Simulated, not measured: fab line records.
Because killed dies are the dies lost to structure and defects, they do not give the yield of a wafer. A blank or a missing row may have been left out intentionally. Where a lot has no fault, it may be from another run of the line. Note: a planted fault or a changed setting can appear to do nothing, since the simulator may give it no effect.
Split-lot trial -- flow n5 finfet -- 21 wafers read from 7 lots, route of 1938 steps

## THE SPLIT ITSELF
At N5_BEOL_M5_COAT_05 (resist thk 30 nm), the setting spin rpm was moved away from the recipe's 1500 rpm on 4 of the 21 wafers read, by -4.3% to +4.3%. For the rest of the wafers, this setting stayed at what the recipe calls for.

## FROM THE SPLIT TO THE READING: what the file shows between them, 5 steps
- N5_BEOL_M5_EBR_07
- N5_BEOL_M5_SOFTBAKE_06: time 60 s
- N5_BEOL_M5_EXPOSE_08: exposes mask M5, target cd 28 nm
- N5_BEOL_M5_PEB_09: peb time 60 s
- N5_BEOL_M5_DEVELOP_10: develop time 30 s

## THE READING
CAR-EUV_of_BEOL_M5_COAT_05.thk nm (the simulator's own value, which no gauge read), in nm, at N5_BEOL_M5_DESCUM_16 (chemistry O2, time 7 s). No usual value for it is given in the file. Average 26.1 nm, standard deviation 0.14 nm, over the 17 wafers here run with the recipe.

wafer,"tool, chamber at the split","spin rpm as run, rpm",against the recipe,"CAR-EUV_of_BEOL_M5_COAT_05.thk nm, nm",against lot-mates on the recipe
L074.1,"litho track-01, 0",1500,recipe,26,-
L074.2,"litho track-01, 0",1500,recipe,26.2,-
L074.6,"litho track-01, 0",1500,recipe,26.2,-
L078.2,"litho track-03, 0",1565,+4.3%,25.6,-0.4
L078.4,"litho track-03, 0",1565,+4.3%,25.6,-0.4
L078.3,"litho track-03, 0",1500,recipe,26,-
L080.1,"litho track-01, 0",1500,recipe,26.4,-
L080.3,"litho track-01, 0",1500,recipe,26.4,-
L080.4,"litho track-01, 0",1500,recipe,26.2,-
L081.2,"litho track-05, 0",1500,recipe,26.2,-
L081.4,"litho track-05, 0",1500,recipe,26,-
L081.5,"litho track-05, 0",1500,recipe,26,-
L089.1,"litho track-03, 0",1435,-4.3%,26.6,+0.6
L089.2,"litho track-03, 0",1435,-4.3%,26.6,+0.6
L089.3,"litho track-03, 0",1500,recipe,26,-
L091.2,"litho track-03, 0",1500,recipe,26,-
L091.4,"litho track-03, 0",1500,recipe,26,-
L091.5,"litho track-03, 0",1500,recipe,26,-
L093.1,"litho track-05, 0",1500,recipe,26,-
L093.4,"litho track-05, 0",1500,recipe,26,-
L093.2,"litho track-05, 0",1500,recipe,26.2,-

THE FIT
A straight line over all 21 wafers: CAR-EUV_of_BEOL_M5_COAT_05.thk nm changes by -0.115 nm for each +1% of spin rpm; r = -0.87; the points scatter about the line by 0.13 nm.
The same after taking each lot's own level away (the mean of its wafers on the recipe; 21 wafers): -0.115 nm for each +1%; r = -0.94; scatter 0.086 nm.
That fit puts the effect of the largest move of spin rpm on the reading at 0.5 nm.
The lots' own levels span 26.00 to 26.33 nm, that is 2.4 times the standard deviation above.
The two slopes agree, so the slope changes little with the lot-to-lot level.
Check: for one of the wafers moved furthest among these (-4.3%), held out of the fit, the line's prediction against its lot-mates is +0.485 nm. It came out at +0.6 nm against them.

## OTHER SPLITS APPLIED TO THESE WAFERS
Note: prior to the reading, these wafers also went through further splits. Each is held against what the fit with the lots' levels taken away leaves over:
other split on the same wafers,wafers away from the commonest value,r with CAR-EUV_of_BEOL_M5_COAT_05.thk nm (lot level and that fit taken away)
N5_BEOL_M1_COAT_68 spin rpm,6,+0.18
N5_BEOL_M2_COAT_76 spin rpm,5,+0.28
N5_BEOL_M2_DESCUM_33 time s,6,+0.04
N5_BEOL_M3_PECVD_72 time s,9,+0.19
N5_BEOL_M4_PECVD_72 time s,6,-0.16
N5_BEOL_M5_HM_DEP_02 target thk a,9,-0.35

## THE WHOLE CHAIN: every reading that the file lists as answering this split, in the file's order
step,what it does,reading,change (the file's fit),r (the file's)
N5_BEOL_M5_COAT_05,resist thk 30 nm,"CAR-EUV_of_BEOL_M5_COAT_05.thk nm (the simulator's own value, which no gauge read)",-0.15 nm for each +1% of the setting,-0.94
N5_BEOL_M5_DEVELOP_10,develop time 30 s,"CAR-EUV_of_BEOL_M5_COAT_05.thk nm (the simulator's own value, which no gauge read)",-0.138 nm for each +1% of the setting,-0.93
N5_BEOL_M5_DESCUM_16,"chemistry O2, time 7 s","CAR-EUV_of_BEOL_M5_COAT_05.thk nm (the simulator's own value, which no gauge read)",-0.115 nm for each +1% of the setting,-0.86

## FILE'S OWN FIT
CAR-EUV_of_BEOL_M5_COAT_05.thk nm changes by -0.115 nm for each +1% of spin rpm, r = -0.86.
